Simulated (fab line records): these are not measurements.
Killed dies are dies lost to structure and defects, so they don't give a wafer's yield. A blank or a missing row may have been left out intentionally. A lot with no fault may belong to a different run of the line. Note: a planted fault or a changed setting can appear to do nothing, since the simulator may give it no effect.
Check of tool commonality -- flow nand_harc -- 1 lot, 3 wafers sampled

## WHAT PROMPTED THE OPENING
At NHARC_END_SORT_01 the reading killed_at_periphery is flagged on 1 of 1 lot. Wafers without a fault read 3.6, standard deviation 2.9.
Rule: a lot is flagged in two cases, either no wafer of it has a number, or all its wafers with numbers fall more than 4 standard deviations from that mean. All remaining lots are regarded as sound.

lot,measured,on,"killed_at_periphery, wafer by wafer",flag
L534,day 21 11:39,prober-02,658 661 653,FLAGGED
On average the flagged lots read 657.3, which is +653.7 against the usual, or +99 or more standard deviations.

## LOT BY LOT: THE TOOL USED
3 process steps preceding the reading are held in the record, out of 1159 steps in the route. Each cell gives the tool, then ch followed by the chambers the sampled wafers passed through, then the start.
lot,flag,NHARC_P_ZERO_WELL_DESCUM_39,NHARC_P_ZERO_WELL_RTA_42,NHARC_P_GATE_EXPOSE_43
L534,FLAGGED,"rie_diel-10 ch 0,1, day 3 16:25","rtp_anneal-02 ch 0, day 3 18:55","krf_scanner-02 ch 0, day 7 11:16"
These steps, and what they do:
- NHARC_P_ZERO_WELL_DESCUM_39: chemistry O2, time 3 s.
- NHARC_P_ZERO_WELL_RTA_42: time 300 s.
- NHARC_P_GATE_EXPOSE_43: exposes mask P NSD, target cd 720 nm.
- NHARC_END_SORT_01

## FLAGGED OVER TOTAL, TOOL BY TOOL (the gauges that took the reading come last)
step,tool,lots run,flagged,share of the flagged lots,sound lots run after its first flagged lot
NHARC_P_ZERO_WELL_DESCUM_39,rie_diel-10,1,1,all,0
NHARC_P_ZERO_WELL_RTA_42,rtp_anneal-02,1,1,all,0
NHARC_P_GATE_EXPOSE_43,krf_scanner-02,1,1,all,0
NHARC_END_SORT_01,prober-02,1,1,all,0

## WHAT IS ALLOWED BY THE TABLE
4 rows of the table ran every flagged lot: rie_diel-10 at NHARC_P_ZERO_WELL_DESCUM_39, rtp_anneal-02 at NHARC_P_ZERO_WELL_RTA_42, krf_scanner-02 at NHARC_P_GATE_EXPOSE_43, prober-02 at NHARC_END_SORT_01.
- rie_diel-10 at NHARC_P_ZERO_WELL_DESCUM_39: 1 of its 1 lot flagged. Because this sample shows no sound lot run on it before its first flagged lot, the start cannot be pinned down more closely.
- rtp_anneal-02 at NHARC_P_ZERO_WELL_RTA_42: 1 of its 1 lot flagged. Because this sample shows no sound lot run on it before its first flagged lot, the start cannot be pinned down more closely.
- krf_scanner-02 at NHARC_P_GATE_EXPOSE_43: 1 of its 1 lot flagged. Because this sample shows no sound lot run on it before its first flagged lot, the start cannot be pinned down more closely.
- prober-02 at NHARC_END_SORT_01: 1 of its 1 lot flagged. Because this sample shows no sound lot run on it before its first flagged lot, the start cannot be pinned down more closely.
Because each of these 4 tools fits a fault that began at some hour, counting lots does not separate them. More lots, or a look at what each step does to the wafer, might.

## WHAT WAS PUT IN BY THE SIMULATOR
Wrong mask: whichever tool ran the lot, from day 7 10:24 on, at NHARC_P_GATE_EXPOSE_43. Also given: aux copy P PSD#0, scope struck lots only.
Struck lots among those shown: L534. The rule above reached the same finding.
